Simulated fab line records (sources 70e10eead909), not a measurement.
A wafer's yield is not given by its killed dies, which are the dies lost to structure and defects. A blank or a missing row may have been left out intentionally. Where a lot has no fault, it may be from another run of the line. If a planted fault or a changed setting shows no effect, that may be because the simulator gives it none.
Problem report, 8D (eight disciplines) form, completed by code	flow nand_harc	the parts of the form that need people (team, actions taken, sign-off) are left out

## 1. THE PROBLEM
Wafers without a fault read 28.0 s, standard deviation 2.4; time_to_endpoint_s at NHARC_P_M0_CMP_23 reads a mean of 14.7 s on 4 wafers belonging to 2 lots. Measured from the usual mean, that is -5.5 standard deviations.
The step: polishes, t overpolish 20 s, target thk 117.53 nm.
First observed at day 8 04:41: wafer L278.4, on cmp-03. The record holds 36 wafers of 12 lots with a number at this step. Rule for "out" (also "out of limits"): further than 4 standard deviations from the usual mean. The other wafers with a number count as sound.

## 2. WHAT IT IS, WHAT IT ISN'T
question	is	is not
which readings at this step	time_to_endpoint_s	motor_current_A, pad_life_wafers
which lots	L278, L279	L270, L272, L274, L275, L276, L277, L284, L290, L291, L292
which wafers of those lots	L278.1, L278.4, L279.1, L279.4	L278.2, L279.2
read on which tools	cmp-03	cmp-01, cmp-04
when	from day 8 04:41	up to then (19 sound wafers); but 13 sound wafers of L279, L284, L290, L291, L292 came after

## 3. THE SUSPECTS, EACH WITH WHAT RULES IT OUT
Counting: if a tool at a process step up to the reading ran every lot that is out, it stays a suspect. Sound lots after the first of them don't rule it out here, since some wafers of a struck lot are sound.
- ecd_cu-02 at NHARC_P_M0_ECD_22 (material Cu, target thk 400 nm): kept. Every lot that is out went through it, the first being L278 (day 8 03:58); the last sound lot it ran before that was L276 (day 7 12:57).
- cmp-03 at NHARC_P_M0_CMP_23 (polishes, t overpolish 20 s, target thk 117.53 nm): kept. Every lot that is out went through it, the first being L278 (day 8 04:41); the last sound lot it ran before that was L277 (day 7 12:38). Its own readings are out on those wafers: time_to_endpoint_s.
The count leaves cmp-03 at NHARC_P_M0_CMP_23 and ecd_cu-02 at NHARC_P_M0_ECD_22.

## 4. THE CAUSE (what the simulator had put in)
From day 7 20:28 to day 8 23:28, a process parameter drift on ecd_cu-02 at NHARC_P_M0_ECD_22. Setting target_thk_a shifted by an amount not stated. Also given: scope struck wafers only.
Of the 2 suspects that counting leaves, this tool is one.

## 5. THE CHAIN OF EFFECTS, in route order
Each row: a reading whose mean over the struck wafers that have a number lies more than 3 standard deviations from the usual. Scope: only readings with a usual standard deviation given in the record; hours: median across lots of the time from each lot's start at the first step in this table that gives one to its start at this step; sigmas: change in usual standard deviations.
hours	step	reading	usual	on struck wafers	change	sigmas
0	NHARC_P_M0_CMP_23	time_to_endpoint_s	28.0 s	14.7	-13.3	-5.5
The process steps in it:
- NHARC_P_M0_CMP_23: polishes, t overpolish 20 s, target thk 117.53 nm.
Later steps that measure or inspect, where all struck wafers having a row at the step show a number for every such reading and not one has moved that far: NHARC_P_M0_INSPECT_27, NHARC_END_SORT_01.

## 6. WHAT WOULD HAVE CAUGHT IT SOONER
First out-of-limits reading in this record: day 8 04:41, which is 8 hours after fault onset at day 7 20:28.
By day 8 04:41 the whole set of lots that are out, 2 in number, had already begun NHARC_P_M0_ECD_22 on ecd_cu-02. A hold on the tool at that time would have spared none of them.
